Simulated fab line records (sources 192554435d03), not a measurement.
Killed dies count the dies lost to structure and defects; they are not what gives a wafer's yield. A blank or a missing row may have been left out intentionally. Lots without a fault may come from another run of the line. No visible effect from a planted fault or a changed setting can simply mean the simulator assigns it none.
Matching of chambers || flow n5Finfet || N5_DUMMY_GATE_ETCH_37 on rieDiel-03 has 4 sister chambers
The step etches SOC in N2/H2, target depth 60 nm, overetch 30 nm. 22 wafers are shown with their chamber, then 11 later ones without.

== WAFERS WITH THEIR CHAMBER ==
{"wafer": "L074.2", "chamber": 3, "drypumpMotorCurrentA (A)": 6.3, "showerheadPlenumPTorr (Torr)": 2.62, "throttleValvePct (%)": 17.72}
{"wafer": "L074.5", "chamber": 3, "drypumpMotorCurrentA (A)": 6.3, "showerheadPlenumPTorr (Torr)": 2.62, "throttleValvePct (%)": 17.70}
{"wafer": "L074.6", "chamber": 2, "drypumpMotorCurrentA (A)": 5.7, "showerheadPlenumPTorr (Torr)": 2.47, "throttleValvePct (%)": 17.52}
{"wafer": "L075.2", "chamber": 2, "drypumpMotorCurrentA (A)": 5.7, "showerheadPlenumPTorr (Torr)": 2.47, "throttleValvePct (%)": 17.52}
{"wafer": "L075.3", "chamber": 3, "drypumpMotorCurrentA (A)": 6.3, "showerheadPlenumPTorr (Torr)": 2.62, "throttleValvePct (%)": 17.73}
{"wafer": "L075.5", "chamber": 0, "drypumpMotorCurrentA (A)": 6.2, "showerheadPlenumPTorr (Torr)": 2.64, "throttleValvePct (%)": 18.14}
{"wafer": "L077.1", "chamber": 0, "drypumpMotorCurrentA (A)": 6.2, "showerheadPlenumPTorr (Torr)": 2.64, "throttleValvePct (%)": 18.14}
{"wafer": "L077.2", "chamber": 2, "drypumpMotorCurrentA (A)": 5.7, "showerheadPlenumPTorr (Torr)": 2.47, "throttleValvePct (%)": 17.51}
{"wafer": "L077.5", "chamber": 3, "drypumpMotorCurrentA (A)": 6.3, "showerheadPlenumPTorr (Torr)": 2.62, "throttleValvePct (%)": 17.73}
{"wafer": "L078.1", "chamber": 2, "drypumpMotorCurrentA (A)": 5.7, "showerheadPlenumPTorr (Torr)": 2.47, "throttleValvePct (%)": 17.53}
{"wafer": "L078.4", "chamber": 0, "drypumpMotorCurrentA (A)": 6.2, "showerheadPlenumPTorr (Torr)": 2.64, "throttleValvePct (%)": 18.15}
{"wafer": "L078.6", "chamber": 2, "drypumpMotorCurrentA (A)": 5.7, "showerheadPlenumPTorr (Torr)": 2.47, "throttleValvePct (%)": 17.54}
{"wafer": "L079.2", "chamber": 3, "drypumpMotorCurrentA (A)": 6.3, "showerheadPlenumPTorr (Torr)": 2.62, "throttleValvePct (%)": 17.74}
{"wafer": "L079.3", "chamber": 0, "drypumpMotorCurrentA (A)": 6.2, "showerheadPlenumPTorr (Torr)": 2.63, "throttleValvePct (%)": 18.15}
{"wafer": "L079.4", "chamber": 1, "drypumpMotorCurrentA (A)": 5.7, "showerheadPlenumPTorr (Torr)": 2.66, "throttleValvePct (%)": 17.95}
{"wafer": "L083.1", "chamber": 1, "drypumpMotorCurrentA (A)": 5.7, "showerheadPlenumPTorr (Torr)": 2.65, "throttleValvePct (%)": 17.95}
{"wafer": "L083.3", "chamber": 0, "drypumpMotorCurrentA (A)": 6.2, "showerheadPlenumPTorr (Torr)": 2.63, "throttleValvePct (%)": 18.16}
{"wafer": "L083.4", "chamber": 3, "drypumpMotorCurrentA (A)": 6.3, "showerheadPlenumPTorr (Torr)": 2.62, "throttleValvePct (%)": 17.75}
{"wafer": "L084.1", "chamber": 1, "drypumpMotorCurrentA (A)": 5.8, "showerheadPlenumPTorr (Torr)": 2.65, "throttleValvePct (%)": 17.98}
{"wafer": "L084.3", "chamber": 3, "drypumpMotorCurrentA (A)": 6.3, "showerheadPlenumPTorr (Torr)": 2.61, "throttleValvePct (%)": 17.77}
{"wafer": "L084.6", "chamber": 3, "drypumpMotorCurrentA (A)": 6.3, "showerheadPlenumPTorr (Torr)": 2.61, "throttleValvePct (%)": 17.74}
{"wafer": "L086.3", "chamber": 0, "drypumpMotorCurrentA (A)": 6.2, "showerheadPlenumPTorr (Torr)": 2.63, "throttleValvePct (%)": 18.18}

SIGNATURES (means of the wafers above)
{"reading": "drypumpMotorCurrentA", "chamber 0": 6.200, "chamber 1": 5.733, "chamber 2": 5.700, "chamber 3": 6.300, "scatter within a chamber": 0.0192}
{"reading": "showerheadPlenumPTorr", "chamber 0": 2.6350, "chamber 1": 2.6533, "chamber 2": 2.4700, "chamber 3": 2.6175, "scatter within a chamber": 0.00451}
{"reading": "throttleValvePct", "chamber 0": 18.1533, "chamber 1": 17.9600, "chamber 2": 17.5240, "chamber 3": 17.7350, "scatter within a chamber": 0.0171}
Rule: a wafer lies at a distance from a chamber equal to the root of the sum of squares, over the readings, of (its reading less the chamber's mean, divided by the reading's scatter). The wafer belongs to the nearest chamber; if the next one is less than 2 further off, it can't be placed. The scatter is the square root of a quotient: the sum, over the shown wafers, of each reading's squared deviation from its chamber's mean, divided by wafers minus chambers.

== WAFERS WITHOUT THEIR CHAMBER ==
{"wafer": "L086.4", "drypumpMotorCurrentA (A)": 5.8, "showerheadPlenumPTorr (Torr)": 2.65, "throttleValvePct (%)": 17.97}
{"wafer": "L086.5", "drypumpMotorCurrentA (A)": 6.2, "showerheadPlenumPTorr (Torr)": 2.63, "throttleValvePct (%)": 18.16}
{"wafer": "L094.2", "drypumpMotorCurrentA (A)": 5.8, "showerheadPlenumPTorr (Torr)": 2.64, "throttleValvePct (%)": 18.02}
{"wafer": "L094.4", "drypumpMotorCurrentA (A)": 6.4, "showerheadPlenumPTorr (Torr)": 2.60, "throttleValvePct (%)": 17.78}
{"wafer": "L094.6", "drypumpMotorCurrentA (A)": 6.2, "showerheadPlenumPTorr (Torr)": 2.62, "throttleValvePct (%)": 18.20}
{"wafer": "L095.1", "drypumpMotorCurrentA (A)": 5.7, "showerheadPlenumPTorr (Torr)": 2.47, "throttleValvePct (%)": 17.53}
{"wafer": "L095.4", "drypumpMotorCurrentA (A)": 5.7, "showerheadPlenumPTorr (Torr)": 2.47, "throttleValvePct (%)": 17.54}
{"wafer": "L095.5", "drypumpMotorCurrentA (A)": 6.2, "showerheadPlenumPTorr (Torr)": 2.62, "throttleValvePct (%)": 18.22}
{"wafer": "L096.2", "drypumpMotorCurrentA (A)": 5.7, "showerheadPlenumPTorr (Torr)": 2.47, "throttleValvePct (%)": 17.54}
{"wafer": "L096.4", "drypumpMotorCurrentA (A)": 6.2, "showerheadPlenumPTorr (Torr)": 2.62, "throttleValvePct (%)": 18.23}
{"wafer": "L096.6", "drypumpMotorCurrentA (A)": 5.7, "showerheadPlenumPTorr (Torr)": 2.47, "throttleValvePct (%)": 17.53}

== EACH ONE'S CHAMBER ==
{"wafer": "L086.4", "from the rows above": 1, "in truth": 1}
{"wafer": "L086.5", "from the rows above": 0, "in truth": 0}
{"wafer": "L094.2", "from the rows above": 1, "in truth": 1}
{"wafer": "L094.4", "from the rows above": 3, "in truth": 3}
{"wafer": "L094.6", "from the rows above": 0, "in truth": 0}
{"wafer": "L095.1", "from the rows above": 2, "in truth": 2}
{"wafer": "L095.4", "from the rows above": 2, "in truth": 2}
{"wafer": "L095.5", "from the rows above": 0, "in truth": 0}
{"wafer": "L096.2", "from the rows above": 2, "in truth": 2}
{"wafer": "L096.4", "from the rows above": 0, "in truth": 0}
{"wafer": "L096.6", "from the rows above": 2, "in truth": 2}
Correctly placed: 11 of 11. Left unplaced by these rows: 0. Wrongly placed: 0.
